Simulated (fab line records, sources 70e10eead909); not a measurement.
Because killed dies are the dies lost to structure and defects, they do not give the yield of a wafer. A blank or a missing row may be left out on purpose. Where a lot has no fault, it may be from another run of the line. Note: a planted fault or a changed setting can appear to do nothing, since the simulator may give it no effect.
fab line records	flow nandHarc
record lots=5	wafers=15	lastDay=33
route steps=1302 shown P_GATE@185 END@1302
lots that met no fault: from a run of the same line without faults
startH: hours from the record's first day to the start of the lot's first wafer shown	waitH: hours since the lot's step before	" unchanged from the row above	L1.1+2: a row that stands for several wafers	- value missing, or start not given	* or withheld: withheld	< > ~ a bound
route shown NAME@n: names a module that has steps shown in the file, with the first one's number in the route	usual: mean/standard deviation taken from wafers without a fault	same: alike in all rows	chamber/n: place in a boat	sites: readings site by site	_std_site: how widely they spread, as a standard deviation	_edge_site: the outer-site mean with the inner-site mean subtracted	radiusMm: how far each site lies from the wafer's centre	mask NAME#n: copy n	behind: tool/chamber where the wafer was last shaped	hold: the reason the lot was held/the length of the hold in hours/how it ended	device: the transistor (n, p or np) that didn't switch	end of line: tests run on the same wafers once the route is complete	a step without rows: its recipe alone	killed: dies that structure and defects cost at the first sort, which is not the same as the wafer's yield	map: a wafer's dies, marking killed ones x, the rest . and places with no die _
set.NAME: the setting that was run; set.NAME@STEP: the one run at that earlier step	model.NAME: the simulator's own value behind a step, which no gauge read
certain route steps with their lots: each step a table, each wafer a row
services: the hour from which a tool's chamber was out of use, counted from the record's first day as startH (under 0 if before that day), plus the number of hours and why
## steps
# step NHARC_P_GATE_CD_MEAS_59
# recipe targetCdNm=720	landingEnergyEv=500
# usual cdNm=720.6/1.8
lot.wafer	tool	chamber	startH	waitH	cdNm
L167.1	cdSem-03	0	122.74	-	719.9
L167.4	"	0	"	"	722.3
L167.5	"	0	"	"	721.7
L168.2	cdSem-01	0	130.50	-	721.3
L168.3	"	0	"	"	722.6
L168.5	"	0	"	"	723.4
L175.4	cdSem-03	0	204.10	-	718.2
L175.5	"	0	"	"	721.4
L175.6	"	0	"	"	720.9
L177.2	cdSem-01	0	221.55	-	721.4
L177.5	"	0	"	"	721.7
L177.6	"	0	"	"	717.6
L187.3	cdSem-02	0	318.47	-	716.8
L187.5	"	0	"	"	719.4
L187.6	"	0	"	"	720.0
# step NHARC_P_GATE_HARDBAKE_60
# recipe tempC=125	timeS=80
# step NHARC_P_GATE_DESCUM_61
# recipe timeS=3	o2FlowSccm=200	arFlowSccm=0	biasPowerW=0	chemistry=O2
# usual drypumpMotorCurrentA=5.5/0.5	oesProductAu=0.994/0.01	rfVppV=57.8/0.94	showerheadPlenumPTorr=1.92/0.085	throttleValvePct=11.312/0.009
# same timeS=3
lot.wafer	tool	chamber	startH	waitH	drypumpMotorCurrentA	oesProductAu	rfHoursCounterH	rfVppV	showerheadPlenumPTorr	throttleValvePct
L167.1	rieDiel-12	0	122.91	-	5.6	0.995	0.8	57.2	2.05	11.295
L167.4	"	3	"	"	6.1	0.992	0.7	58.8	1.88	11.309
L167.5	"	0	"	"	5.6	0.977	-	58.1	2.05	11.318
L168.2	rieDiel-11	0	130.66	-	4.7	0.976	3.4	59.7	1.98	11.310
L168.3	"	2	"	"	6.1	0.991	3.5	58.4	1.96	11.306
L168.5	"	1	"	"	5.3	0.988	-	57.9	1.83	11.300
L175.4	rieDiel-11	1	204.26	-	5.3	0.988	6.9	57.2	1.83	11.316
L175.6	"	1	"	"	5.3	0.997	-	58.2	1.83	11.325
L175.5	"	2	"	"	6.1	1.001	-	58.0	1.96	11.314
L177.2	rieDiel-12	1	221.72	-	6.2	0.995	6.0	57.8	1.84	11.319
L177.5	"	0	"	"	5.6	0.987	-	58.7	2.04	11.329
L177.6	"	1	"	"	6.2	1.005	-	58.1	1.84	11.306
L187.3	rieDiel-04	3	318.66	-	5.2	1.000	7.3	58.7	2.06	11.304
L187.6	"	2	"	"	5.8	1.012	-	57.6	1.79	11.317
L187.5	"	3	"	"	5.2	0.994	-	58.5	2.06	11.312
# step NHARC_P_GATE_IMPLANT_62
# recipe energyKev=20	doseCm2=3e+15	tiltDeg=7
# step NHARC_P_GATE_STRIP_112
# recipe powerW=1500	tempC=110	timeS=200	chemistry=N2/H2
# usual drypumpMotorCurrentA=5.8/0.53	heaterPowerW=94/6.3
# same timeS=200
lot.wafer	tool	chamber	startH	waitH	drypumpMotorCurrentA	heaterPowerW	rfHoursCounterH
L167.1	plasmaAsher-02	0	123.39	0.3	6.5	96	7
L167.4	"	1	"	"	5.8	103	-
L167.5	"	1	"	"	5.8	98	-
L168.2	plasmaAsher-02	1	131.03	0.2	5.8	100	9
L168.3	"	0	"	"	6.5	97	-
L168.5	"	1	"	"	5.8	98	-
L175.4	plasmaAsher-02	1	204.76	0.2	5.8	98	-
L175.5	"	0	"	"	6.5	99	-
L175.6	"	1	"	"	5.8	100	-
L177.2	plasmaAsher-02	0	222.08	0.2	6.5	97	32
L177.6	"	0	"	"	6.5	98	-
L177.5	"	1	"	"	5.8	95	-
L187.3	plasmaAsher-02	0	319.14	0.3	6.5	97	-
L187.6	"	1	"	"	5.8	97	-
L187.5	"	0	"	"	6.5	97	-
# step NHARC_P_GATE_STRIP_76
# recipe powerW=1500	tempC=250	chemistry=O2
# usual drypumpMotorCurrentA=5.8/0.53	heaterPowerW=349/24
lot.wafer	tool	chamber	startH	waitH	drypumpMotorCurrentA	heaterPowerW	rfHoursCounterH
L167.1	plasmaAsher-02	0	123.65	0.2	6.5	360	7
L167.4	"	1	"	"	5.8	372	-
L167.5	"	1	"	"	5.8	368	-
L168.2	plasmaAsher-02	1	131.29	0.2	5.9	377	9
L168.3	"	0	"	"	6.5	362	-
L168.5	"	1	"	"	5.8	368	-
L175.4	plasmaAsher-02	1	204.92	0.1	5.8	370	-
L175.5	"	0	"	"	6.5	368	-
L175.6	"	1	"	"	5.8	361	-
L177.2	plasmaAsher-02	0	222.34	0.2	6.5	356	32
L177.6	"	0	"	"	6.5	368	-
L177.5	"	1	"	"	5.8	368	-
L187.3	plasmaAsher-02	0	319.31	0.1	6.5	357	-
L187.6	"	1	"	"	5.8	362	-
L187.5	"	0	"	"	6.5	372	-
# step NHARC_P_GATE_STRIP_63
# recipe timeS=900	tempC=130	chemistry=SPM
# step NHARC_P_GATE_DEHYDRATE_83
# recipe tempC=150	timeS=120
# step NHARC_P_GATE_HMDS_84
# recipe timeS=30
# step NHARC_P_GATE_COAT_85
# recipe spinRpm=3000
# step NHARC_P_GATE_SOFTBAKE_86
# recipe tempC=122	timeS=95
# step NHARC_P_GATE_EBR_87
# step NHARC_P_GATE_EXPOSE_88
# recipe na=0.6	targetCdNm=2000	doseMj=11.87	maskId=P_HVN
lot.wafer	tool	chamber	startH	waitH	mask
L167.1+4+5	krfScanner-02	0	124.34	-	P_HVN#0
L168.2+3+5	krfScanner-01	0	132.07	-	P_HVN#0
L175.4+5+6	krfScanner-02	0	205.67	-	P_PSD#0
L177.2+5+6	krfScanner-01	0	223.11	-	P_HVN#0
L187.3+5+6	krfScanner-01	0	319.93	-	P_HVN#0
# step NHARC_P_GATE_PEB_89
# recipe pebTempC=118	pebTimeS=85
# step NHARC_P_GATE_DEVELOP_90
# recipe timeS=70
# step NHARC_P_GATE_CD_MEAS_91
# recipe targetCdNm=2000	landingEnergyEv=500
# usual cdNm=1999.8/1.9
lot.wafer	tool	chamber	startH	waitH	cdNm
L167.1	cdSem-01	0	124.51	-	2002.6
L167.4	"	0	"	"	1999.2
L167.5	"	0	"	"	1998.5
L168.2	cdSem-01	0	132.22	-	2000.9
L168.3	"	0	"	"	2002.0
L168.5	"	0	"	"	2003.4
L175.4	cdSem-01	0	205.82	-	-
L175.5	"	0	"	"	-
L175.6	"	0	"	"	-
L177.2	cdSem-03	0	223.26	-	2001.0
L177.5	"	0	"	"	1998.5
L177.6	"	0	"	"	1995.5
L187.3	cdSem-03	0	320.08	-	1998.5
L187.5	"	0	"	"	1999.6
L187.6	"	0	"	"	2002.4
# step NHARC_P_GATE_HARDBAKE_92
# recipe tempC=125	timeS=80
# step NHARC_END_SORT_01
# recipe tempC=25
# usual killedAtArray=46/16	killedAtOther=0.9/1.3	killedAtPeriphery=4.1/3	killedDies=51/17	killedOpen=3.5/1.8	killedShort=2.5/1.8
# same grossDies=677
lot.wafer	tool	chamber	startH	waitH	hold	killedAtArray	killedAtOther	killedAtPeriphery	killedDies	killedOpen	killedShort
L167.1	prober-01	0	571.20	2.5	-	77	0	4	81	3	1
L167.4	prober-01	0	573.63	3.4	-	58	0	4	62	4	0
L167.5	prober-01	0	574.44	3.7	-	74	0	6	80	4	3
L168.2	prober-02	0	588.54	2.8	-	32	1	2	35	2	3
L168.3	prober-02	0	589.33	3.1	-	46	0	2	48	6	1
L168.5	prober-02	0	590.89	3.6	-	43	0	1	44	1	0
L175.4	prober-01	0	661.16	3.5	awaitDispo/3.9h/scrap	88	1	588	677	7	3
L175.5	prober-01	0	661.98	3.8	awaitDispo/3.9h/scrap	70	0	607	677	1	3
L175.6	prober-01	0	662.80	4.1	awaitDispo/3.9h/scrap	81	0	596	677	5	2
L177.2	prober-02	0	668.91	2.8	-	25	0	2	27	3	0
L177.5	prober-02	0	671.29	3.7	-	33	0	0	33	2	1
L177.6	prober-02	0	672.08	4.0	-	24	0	0	24	3	2
L187.3	prober-02	0	784.70	3.1	-	35	4	1	40	4	2
L187.5	prober-02	0	786.28	3.7	-	45	0	4	49	5	2
L187.6	prober-02	0	787.07	4.0	-	54	1	8	63	4	2
# killed by level:class
L167.1 A_CHANNEL_HOLE_D1:chamberFilmFlake=29 A_CHANNEL_HOLE_D2:chamberFilmFlake=20 A_SLIT:chamberFilmFlake=18 A_BLC:geometricParticle:open=3 A_CONTACT:chamberFilmFlake=3 P_M1:chamberFilmFlake=2 A_CONTACT:unspecified=2 A_WL_FILL:geometricParticle:short=1
L167.4 A_SLIT:chamberFilmFlake=16 A_CHANNEL_HOLE_D2:chamberFilmFlake=14 A_CHANNEL_HOLE_D1:chamberFilmFlake=13 A_CONTACT:chamberFilmFlake=3 A_M0:geometricParticle:open=2 P_ZERO_WELL:chamberFilmFlake=2 P_M1:chamberFilmFlake=2 A_DECK1_JOINT:chamberFilmFlake=2
L167.5 A_CHANNEL_HOLE_D1:chamberFilmFlake=28 A_CHANNEL_HOLE_D2:chamberFilmFlake=14 A_SLIT:chamberFilmFlake=11 A_CONTACT:chamberFilmFlake=9 P_GATE:chamberFilmFlake=3 P_M1:chamberFilmFlake=2 A_CHANNEL_FILL_D1:chamberFilmFlake=2 A_STAIRCASE:chamberFilmFlake=2
L168.2 A_CHANNEL_HOLE_D2:chamberFilmFlake=20 A_CHANNEL_HOLE_D1:chamberFilmFlake=4 A_ONON_D1:geometricParticle:short=2 A_M0:chamberFilmFlake=2 A_ONON_D1:geometricParticle:open=1 A_ONON_D2:geometricParticle:short=1 A_WL_FILL:geometricParticle:open=1 P_STI:chamberFilmFlake=1
L168.3 A_CHANNEL_HOLE_D2:chamberFilmFlake=34 A_ONON_D1:geometricParticle:open=3 P_STI:chamberFilmFlake=2 A_M0:chamberFilmFlake=2 A_SOURCE_PLATE:geometricParticle:open=1 A_CHANNEL_FILL_D2:geometricParticle:open=1 A_WL_FILL:geometricParticle:short=1 A_WL_FILL:geometricParticle:open=1
L168.5 A_CHANNEL_HOLE_D2:chamberFilmFlake=29 A_STAIRCASE:chamberFilmFlake=3 A_M0:chamberFilmFlake=3 A_ZERO_WELL:chamberFilmFlake=2 A_CHANNEL_HOLE_D1:chamberFilmFlake=2 A_CHANNEL_FILL_D2:chamberFilmFlake=2 A_BLC:geometricParticle:open=1 P_STI:chamberFilmFlake=1
L175.4 P_GATE:areaExpose=581 A_CHANNEL_HOLE_D1:chamberFilmFlake=37 A_SLIT:chamberFilmFlake=36 P_GATE:chamberFilmFlake=4 A_CHANNEL_HOLE_D2:chamberFilmFlake=4 A_CONTACT:chamberFilmFlake=2 P_CONTACT:geometricParticle:open=1 P_M0:geometricParticle:open=1
L175.5 P_GATE:areaExpose=605 A_SLIT:chamberFilmFlake=29 A_CHANNEL_HOLE_D1:chamberFilmFlake=18 A_CHANNEL_HOLE_D2:chamberFilmFlake=12 A_CONTACT:chamberFilmFlake=6 P_GATE:geometricParticle:open=1 A_ONON_D1:geometricParticle:short=1 A_CHANNEL_FILL_D2:geometricParticle:short=1
L175.6 P_GATE:areaExpose=594 A_CHANNEL_HOLE_D1:chamberFilmFlake=33 A_SLIT:chamberFilmFlake=21 A_CHANNEL_HOLE_D2:chamberFilmFlake=16 A_CONTACT:chamberFilmFlake=3 A_M0:geometricParticle:open=2 A_ONON_D1:geometricParticle:short=1 A_CHANNEL_FILL_D2:geometricParticle:short=1
L177.2 A_CHANNEL_HOLE_D2:chamberFilmFlake=12 A_CONTACT:chamberFilmFlake=7 A_M1:chamberFilmFlake=2 P_M0:geometricParticle:open=1 P_M1:geometricParticle:open=1 A_DECK1_JOINT:geometricParticle:open=1 A_ZERO_WELL:chamberFilmFlake=1 A_CHANNEL_HOLE_D1:chamberFilmFlake=1
L177.5 A_CHANNEL_HOLE_D2:chamberFilmFlake=12 A_CONTACT:chamberFilmFlake=7 A_CHANNEL_HOLE_D1:chamberFilmFlake=5 A_M1:chamberFilmFlake=4 A_SLIT:chamberFilmFlake=2 A_ONON_D2:geometricParticle:open=1 A_CHANNEL_FILL_D2:geometricParticle:short=1 A_M0:geometricParticle:open=1
L177.6 A_CHANNEL_HOLE_D2:chamberFilmFlake=6 A_CHANNEL_HOLE_D1:chamberFilmFlake=5 A_SLIT:chamberFilmFlake=3 A_CONTACT:chamberFilmFlake=3 A_CHANNEL_FILL_D2:geometricParticle:open=2 A_WL_FILL:geometricParticle:short=2 A_BLC:geometricParticle:open=1 A_WL_FILL:chamberFilmFlake=1
L187.3 A_SLIT:chamberFilmFlake=15 A_CONTACT:chamberFilmFlake=7 THIN_TSV:chamberFilmFlake=4 A_STAIRCASE:chamberFilmFlake=4 A_BLC:geometricParticle:open=2 A_CHANNEL_HOLE_D1:unspecified=2 A_SOURCE_PLATE:geometricParticle:short=1 A_CHANNEL_FILL_D2:geometricParticle:open=1
L187.5 A_SLIT:chamberFilmFlake=19 A_CONTACT:chamberFilmFlake=7 A_CHANNEL_HOLE_D1:chamberFilmFlake=5 A_M0:chamberFilmFlake=4 A_STAIRCASE:chamberFilmFlake=3 A_CHANNEL_HOLE_D2:geometricParticle:open=2 P_CONTACT:geometricParticle:open=1 A_CHANNEL_FILL_D1:geometricParticle:open=1
L187.6 A_SLIT:chamberFilmFlake=25 A_CONTACT:chamberFilmFlake=14 A_M0:chamberFilmFlake=6 P_CONTACT:chamberFilmFlake=3 A_CHANNEL_HOLE_D1:unspecified=3 A_ONON_D1:geometricParticle:short=2 P_GATE:chamberFilmFlake=2 P_M0:geometricParticle:open=1
# map L175.4 (x killed, . not)
____________x____________
_________xxxxxxx_________
_______xxxxxxxxxxx_______
______xxxxxxxxxxxxx______
_____xxxxxxxxxxxxxxx_____
____xxxxxxxxxxxxxxxxx____
____xxxxxxxxxxxxxxxxx____
___xxxxxxxxxxxxxxxxxxx___
___xxxxxxxxxxxxxxxxxxx___
__xxxxxxxxxxxxxxxxxxxxx__
__xxxxxxxxxxxxxxxxxxxxx__
_xxxxxxxxxxxxxxxxxxxxxxx_
_xxxxxxxxxxxxxxxxxxxxxxx_
_xxxxxxxxxxxxxxxxxxxxxxx_
_xxxxxxxxxxxxxxxxxxxxxxx_
_xxxxxxxxxxxxxxxxxxxxxxx_
xxxxxxxxxxxxxxxxxxxxxxxxx
xxxxxxxxxxxxxxxxxxxxxxxxx
xxxxxxxxxxxxxxxxxxxxxxxxx
xxxxxxxxxxxxxxxxxxxxxxxxx
xxxxxxxxxxxxxxxxxxxxxxxxx
_xxxxxxxxxxxxxxxxxxxxxxx_
_xxxxxxxxxxxxxxxxxxxxxxx_
_xxxxxxxxxxxxxxxxxxxxxxx_
_xxxxxxxxxxxxxxxxxxxxxxx_
_xxxxxxxxxxxxxxxxxxxxxxx_
__xxxxxxxxxxxxxxxxxxxxx__
__xxxxxxxxxxxxxxxxxxxxx__
___xxxxxxxxxxxxxxxxxxx___
___xxxxxxxxxxxxxxxxxxx___
____xxxxxxxxxxxxxxxxx____
____xxxxxxxxxxxxxxxxx____
_____xxxxxxxxxxxxxxx_____
______xxxxxxxxxxxxx______
_______xxxxxxxxxxx_______
_________xxxxxxx_________
____________x____________
# map L167.1 (x killed, . not)
____________.____________
_________......._________
_______.....x...x._______
______.............______
_____..............._____
____.................____
____................x____
___x..................___
___...................___
__.....................__
__.....................__
_......................._
_......................._
_.............x........._
_......x.x.............._
_..............x........_
..............x..........
...x.........x...........
.........................
.............x.....x.....
.x.......................
_....................x.._
_.x...................x._
_x.xx..................._
_xxxx..................._
_xxxx..x................_
__xx...................__
__.xx..................__
___x.......x..........___
___...x.....x..x......___
____..x.x.xxxx.x..x..____
____xxxxxx.xx.x......____
_____xxxxxxxxx..x..._____
______xxxxxxxx.....______
_______..xx.xxx..._______
_________.xxx..._________
____________.____________
## services
tool	chamber	startH	hours	kind
krfScanner-01	-	104.49	3.1	repair
krfScanner-02	-	128.86	8.2	repair
rieDiel-12	2	132.61	3.4	repair
krfScanner-01	-	138.04	0.3	repair
krfScanner-01	-	140.00	4.0	pm
rieDiel-11	3	149.74	8.9	repair
rieDiel-12	2	171.27	3.3	repair
rieDiel-04	0	176.63	23.5	repair
rieDiel-04	-	177.90	9.0	pm
krfScanner-02	-	201.51	0.5	repair
rieDiel-11	1	206.31	2.0	repair
rieDiel-11	2	224.62	5.0	repair
rieDiel-04	2	235.87	5.6	repair
rieDiel-04	1	236.76	4.6	repair
rieDiel-12	2	236.78	9.8	repair
krfScanner-01	-	242.31	1.6	repair
plasmaAsher-02	-	249.00	9.0	pm
rieDiel-11	-	255.57	9.0	pm
krfScanner-02	-	266.00	4.0	pm
rieDiel-12	-	268.52	9.0	pm
rieDiel-11	0	270.32	8.9	repair
krfScanner-02	-	303.58	1.4	repair
krfScanner-01	-	312.00	4.0	pm
rieDiel-11	0	316.61	6.7	repair
## key
firstSign step=NHARC_P_GATE_EXPOSE_88	reading=mask	direction=changed
effect step=NHARC_P_GATE_CD_MEAS_91	reading=cdNm	direction=missing
effect step=NHARC_END_SORT_01	reading=killedAtPeriphery	direction=up	sigmas=99+	usual=4.1	struck=597
moreKillsBornAt NHARC_P_GATE_EXPOSE_88@krfScanner-02=1780
metAt NHARC_P_GATE_EXPOSE_88
struckWafers L175.4,L175.5,L175.6
laterRowsLeftOut L175.4,L175.5,L175.6
testerLeftOut L175
onsetBetween 124.34 205.67
fault kind=wrongMask	tool=any	chamber=-	onsetH=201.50	steps=NHARC_P_GATE_EXPOSE_88	auxCopy=P_PSD#0	scope=struckLotsOnly
# testerLeftOut: of these lots the tester's yield and bins aren't shown, on N5 and GAA mostly nor the transistor test; their killed dies are dies lost to structure and defects alone, not to doping, threshold or leakage, so they don't give the yield
# laterRowsLeftOut: the simulator's readings of these wafers behind a module that went badly wrong aren't trusted and aren't shown, but for the sort
